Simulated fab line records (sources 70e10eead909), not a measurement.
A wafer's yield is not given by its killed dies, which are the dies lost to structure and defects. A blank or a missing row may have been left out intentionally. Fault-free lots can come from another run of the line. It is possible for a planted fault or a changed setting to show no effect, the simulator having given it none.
Chamber matching :: flow nandHarc :: NHARC_A_STAIRCASE_CMP_152 on cmp-04 has 4 sister chambers
The step polishes. 20 wafers are shown with their chamber, then 10 later ones without.

== WAFERS WITH THEIR CHAMBER ==
wafer: L075.1
chamber: 1
motorCurrentA (A): 10.8

wafer: L075.3
chamber: 2
motorCurrentA (A): 12.0

wafer: L075.6
chamber: 0
motorCurrentA (A): 13.4

wafer: L079.1
chamber: 0
motorCurrentA (A): 13.0

wafer: L079.2
chamber: 3
motorCurrentA (A): 10.8

wafer: L079.6
chamber: 3
motorCurrentA (A): 10.9

wafer: L082.1
chamber: 1
motorCurrentA (A): 10.3

wafer: L082.4
chamber: 2
motorCurrentA (A): 12.0

wafer: L082.6
chamber: 0
motorCurrentA (A): 14.0

wafer: L084.2
chamber: 2
motorCurrentA (A): 11.8

wafer: L084.4
chamber: 1
motorCurrentA (A): 10.8

wafer: L084.6
chamber: 0
motorCurrentA (A): 13.1

wafer: L080.1
chamber: 0
motorCurrentA (A): 13.7

wafer: L080.3
chamber: 1
motorCurrentA (A): 11.2

wafer: L080.5
chamber: 1
motorCurrentA (A): 10.9

wafer: L087.1
chamber: 2
motorCurrentA (A): 12.0

wafer: L087.4
chamber: 0
motorCurrentA (A): 13.9

wafer: L087.6
chamber: 0
motorCurrentA (A): 13.7

wafer: L089.1
chamber: 1
motorCurrentA (A): 10.6

wafer: L089.4
chamber: 3
motorCurrentA (A): 10.2

SIGNATURES (means of the wafers above)
reading: motorCurrentA
chamber 0: 13.543
chamber 1: 10.767
chamber 2: 11.950
chamber 3: 10.633
scatter within a chamber: 0.323
Rule: for each reading, subtract the chamber's mean from the wafer's reading, divide by that reading's scatter and square the result; add these up over the readings and take the root, which gives the wafer's distance from the chamber. The wafer belongs to the nearest chamber; if the next one is less than 2 further off, it can't be placed. The scatter: the root of (the sum of the squares of (reading less its chamber's mean) over the shown wafers, divided by (wafers less chambers)).

== WAFERS WHOSE CHAMBER IS MISSING ==
wafer: L089.6
motorCurrentA (A): 10.5

wafer: L085.1
motorCurrentA (A): 12.0

wafer: L085.2
motorCurrentA (A): 13.2

wafer: L085.3
motorCurrentA (A): 10.3

wafer: L094.1
motorCurrentA (A): 10.4

wafer: L094.2
motorCurrentA (A): 13.9

wafer: L094.5
motorCurrentA (A): 13.6

wafer: L097.3
motorCurrentA (A): 14.1

wafer: L097.4
motorCurrentA (A): 10.9

wafer: L097.6
motorCurrentA (A): 10.9

== THE CHAMBER EACH PASSED THROUGH ==
wafer: L089.6
from the rows above: can't be placed: 3 or 1
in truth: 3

wafer: L085.1
from the rows above: 2
in truth: 2

wafer: L085.2
from the rows above: 0
in truth: 0

wafer: L085.3
from the rows above: can't be placed: 3 or 1
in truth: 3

wafer: L094.1
from the rows above: can't be placed: 3 or 1
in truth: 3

wafer: L094.2
from the rows above: 0
in truth: 0

wafer: L094.5
from the rows above: 0
in truth: 0

wafer: L097.3
from the rows above: 0
in truth: 0

wafer: L097.4
from the rows above: can't be placed: 1 or 3
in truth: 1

wafer: L097.6
from the rows above: can't be placed: 1 or 3
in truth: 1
5 of 10 placed correctly. Cannot be placed on the basis of these rows: 5; the candidates contain the true chamber in 5. 0 placed wrongly.
